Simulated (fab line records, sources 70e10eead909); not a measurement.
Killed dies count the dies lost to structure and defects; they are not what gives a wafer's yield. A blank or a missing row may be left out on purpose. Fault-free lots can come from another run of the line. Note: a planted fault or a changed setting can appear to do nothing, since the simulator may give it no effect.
Which of the tools did it? ; flow nandHarc ; Sampling: 12 lots, 36 wafers, 6 of 1302 route steps

WHAT THE GAUGES READ, wafer by wafer
NHARC_A_ONON_D1_THK_MEAS_30: measures by ellipsometry. Usual: 1001 nm for thkNm, sd 10.
lot;measured;on;thkNm (nm);flag
L983;day 8 11:31;filmMetro-02;996 994 996;
L985;day 9 16:01;filmMetro-01;1020 1021 1019;
L987;day 10 06:41;filmMetro-01;985 985 984;
L988;day 11 01:27;filmMetro-01;1007 1006 1005;
L990;day 11 23:50;filmMetro-02;979 979 981;
L992;day 12 20:06;filmMetro-02;1000 1000 1001;
L995;day 13 12:53;filmMetro-02;656 659 658;OFF
L996;day 14 06:23;filmMetro-02;642 643 641;OFF
L101;day 16 00:40;filmMetro-02;1023 1024 1023;
L102;day 16 16:59;filmMetro-01;1002 1003 1003;
L104;day 17 08:28;filmMetro-02;1005 1007 1003;
L105;day 17 21:34;filmMetro-01;997 993 997;

NHARC_A_CHANNEL_HOLE_D1_OVL_MEAS_11. Usual: overlayXNm 0.3 nm, standard deviation 0.78; overlayYNm 0.0 nm, standard deviation 0.98.
lot;measured;on;overlayXNm (nm);overlayYNm (nm);flag
L983;day 8 14:55;overlay-01;0.1 0.1 0.7;-1.5 -1.6 -1.0;
L985;day 9 22:51;overlay-01;-0.1 0.1 0.2;0.2 0.0 -0.2;
L987;day 10 11:37;overlay-01;0.7 0.8 0.5;-0.1 0.6 -0.2;
L988;day 11 04:38;overlay-01;-0.3 -0.1 -0.7;0.9 0.2 0.2;
L990;day 12 04:46;overlay-01;0.1 -0.8 -0.4;0.4 0.0 0.2;
L992;day 12 23:28;overlay-02;-0.1 -0.8 -0.1;-2.5 -2.8 -2.3;
L101;day 16 03:54;overlay-02;-0.7 -0.5 0.0;-0.5 -0.4 -0.4;
L102;day 16 22:17;overlay-01;0.3 0.4 0.2;1.0 1.2 1.3;
L104;day 17 11:48;overlay-01;1.9 1.7 1.7;0.4 0.5 0.1;
L105;day 18 02:56;overlay-02;1.4 1.6 1.8;-1.0 -1.3 -1.0;

NHARC_END_SORT_01. Usual: killedAtArray 59, standard deviation 19; killedAtOther 0.6, standard deviation 0.85; killedAtPeriphery 3.8, standard deviation 2.5; killedDies 64, standard deviation 19; killedOpen 3.3, standard deviation 1.8; killedShort 2.2, standard deviation 1.6.
lot;measured;on;killedAtArray;killedAtOther;killedAtPeriphery;killedDies;killedOpen;killedShort;flag
L995;day 30 04:56;prober-02;674 675 673;0 0 0;3 2 4;677 677 677;4 5 3;1 2 3;OFF
L996;day 30 11:58;prober-02;675 674 675;0 0 0;2 3 2;677 677 677;3 2 1;2 1 2;OFF

TOOL THAT RAN EACH LOT (tool first, then ch and the chambers of the sampled wafers, then the start)
lot;NHARC_A_ZERO_WELL_ETCH_13;NHARC_A_ONON_D1_DEP_28;NHARC_A_CHANNEL_HOLE_D1_DESCUM_15
L983;rieSi-03 ch 0,2,3, day 7 02:26;pecvdOnon-03 ch 0, day 8 11:04;rieDiel-02 ch 0,1, day 8 15:05
L985;rieSi-01 ch 1,2,3, day 8 03:54;pecvdOnon-02 ch 0, day 9 15:30;rieDiel-10 ch 1,3, day 9 22:58
L987;rieSi-06 ch 1,2,3, day 8 18:33;pecvdOnon-04 ch 0, day 10 06:10;rieDiel-10 ch 0,1,2, day 10 11:43
L988;rieSi-03 ch 0,2,3, day 9 08:58;pecvdOnon-02 ch 0, day 11 00:56;rieDiel-02 ch 1,2,3, day 11 04:46
L990;rieSi-01 ch 0,1,3, day 10 12:56;pecvdOnon-04 ch 0, day 11 23:26;rieDiel-10 ch 0,3, day 12 04:52
L992;rieSi-01 ch 1,3, day 11 10:02;pecvdOnon-02 ch 0, day 12 19:35;rieDiel-02 ch 0,1, day 12 23:34
L995;rieSi-03 ch 1,2,3, day 12 02:16;pecvdOnon-02 ch 0, day 13 12:30;-
L996;rieSi-06 ch 1,3, day 12 18:49;pecvdOnon-02 ch 0, day 14 05:56;-
L101;rieSi-06 ch 0,1,3, day 14 14:05;pecvdOnon-04 ch 0, day 16 00:09;rieDiel-10 ch 1,2, day 16 03:59
L102;rieSi-03 ch 0,1,2, day 15 06:04;pecvdOnon-03 ch 0, day 16 16:29;rieDiel-10 ch 2,3, day 16 22:23
L104;rieSi-01 ch 0,2,3, day 15 22:15;pecvdOnon-04 ch 0, day 17 07:57;rieDiel-10 ch 0,2,3, day 17 11:54
L105;rieSi-06 ch 1,2, day 16 08:02;pecvdOnon-02 ch 0, day 17 21:02;rieDiel-10 ch 0,1,2, day 18 03:02
- NHARC_A_ZERO_WELL_ETCH_13: etches the open film in HBr/Cl2, target depth 120 nm, time 40.1 s.
- NHARC_A_ONON_D1_DEP_28: target thk 1000 nm.
- NHARC_A_CHANNEL_HOLE_D1_DESCUM_15: chemistry O2, time 3 s.

WHAT THE TOOLS THEMSELVES READ (means of the sampled wafers that have a number; where no wafer has one, the mark that the record gives instead)
NHARC_A_ZERO_WELL_ETCH_13. Usual: drypumpMotorCurrentA 5.9 A, standard deviation 0.41; oesProductAu 1.000 a.u., standard deviation 0.0084; throttleValvePct 26.406 %, standard deviation 0.0093.
lot;tool;drypumpMotorCurrentA (A);oesProductAu (a.u.);throttleValvePct (%);flag
L983;rieSi-03;5.5;0.998;26.410;
L985;rieSi-01;6.2;0.994;26.404;
L987;rieSi-06;6.2;1.001;26.410;
L988;rieSi-03;5.5;0.998;26.408;
L990;rieSi-01;6.2;0.992;26.406;
L992;rieSi-01;6.5;0.998;26.409;
L995;rieSi-03;5.8;1.001;26.406;
L996;rieSi-06;6.1;0.998;26.422;
L101;rieSi-06;6.1;1.008;26.404;
L102;rieSi-03;5.5;1.008;26.410;
L104;rieSi-01;6.0;0.998;26.403;
L105;rieSi-06;6.1;1.015;26.396;

NHARC_A_ONON_D1_DEP_28. Usual: 2000 sccm for n2oFlowSccm, sd 6.3.
lot;tool;n2oFlowSccm (sccm);flag
L983;pecvdOnon-03;2003;
L985;pecvdOnon-02;1998;
L987;pecvdOnon-04;1999;
L988;pecvdOnon-02;2003;
L990;pecvdOnon-04;2006;
L992;pecvdOnon-02;2003;
L995;pecvdOnon-02;2000;
L996;pecvdOnon-02;2005;
L101;pecvdOnon-04;1997;
L102;pecvdOnon-03;2004;
L104;pecvdOnon-04;2011;
L105;pecvdOnon-02;2001;

NHARC_A_CHANNEL_HOLE_D1_DESCUM_15. Usual: drypumpMotorCurrentA 5.66 A, standard deviation 0.29; oesProductAu 1.001 a.u., standard deviation 0.008; rfVppV 58.0 V, standard deviation 0.93; showerheadPlenumPTorr 1.95 Torr, standard deviation 0.085; throttleValvePct 11.312 %, standard deviation 0.0099.
lot;tool;drypumpMotorCurrentA (A);oesProductAu (a.u.);rfVppV (V);showerheadPlenumPTorr (Torr);throttleValvePct (%);flag
L983;rieDiel-02;5.78;0.994;58.0;1.95;11.299;
L985;rieDiel-10;5.47;1.007;57.5;1.87;11.316;
L987;rieDiel-10;5.62;1.000;57.7;1.98;11.317;
L988;rieDiel-02;5.97;0.991;57.8;1.95;11.314;
L990;rieDiel-10;5.46;1.009;57.8;1.90;11.308;
L992;rieDiel-02;5.60;0.993;58.0;1.99;11.317;
L101;rieDiel-10;5.61;0.995;57.5;2.00;11.315;
L102;rieDiel-10;5.42;0.999;57.9;1.91;11.316;
L104;rieDiel-10;5.50;1.001;58.4;1.96;11.319;
L105;rieDiel-10;5.62;1.002;58.5;1.98;11.310;

THE ANSWER, worked out from the rows above alone
Rule: a lot counts as off when the mean over its wafers that have a number is more than 3 standard deviations away from the usual mean. A lot without any number at a reading at which 4 lots or more have one is off too. The other lots that the step has rows for count as sound. First the gauges in route order, then the tools' own readings, where a lot's mean is used as printed above. The first step at which some lot is off is used, and at that step the reading that is off furthest; a lot without a number counts as furthest.
Off at NHARC_A_ONON_D1_THK_MEAS_30 (thkNm): L995, L996.
A tool fits if, at a process step before that reading, it ran every lot that is off, and no sound lot after the first of them. The gauges at NHARC_A_ONON_D1_THK_MEAS_30 aren't tried: what is off there is off at NHARC_END_SORT_01 too, on other tools, and a gauge's error can't cause that. Not one of the candidates tried fits.

WHAT WAS PUT IN BY THE SIMULATOR
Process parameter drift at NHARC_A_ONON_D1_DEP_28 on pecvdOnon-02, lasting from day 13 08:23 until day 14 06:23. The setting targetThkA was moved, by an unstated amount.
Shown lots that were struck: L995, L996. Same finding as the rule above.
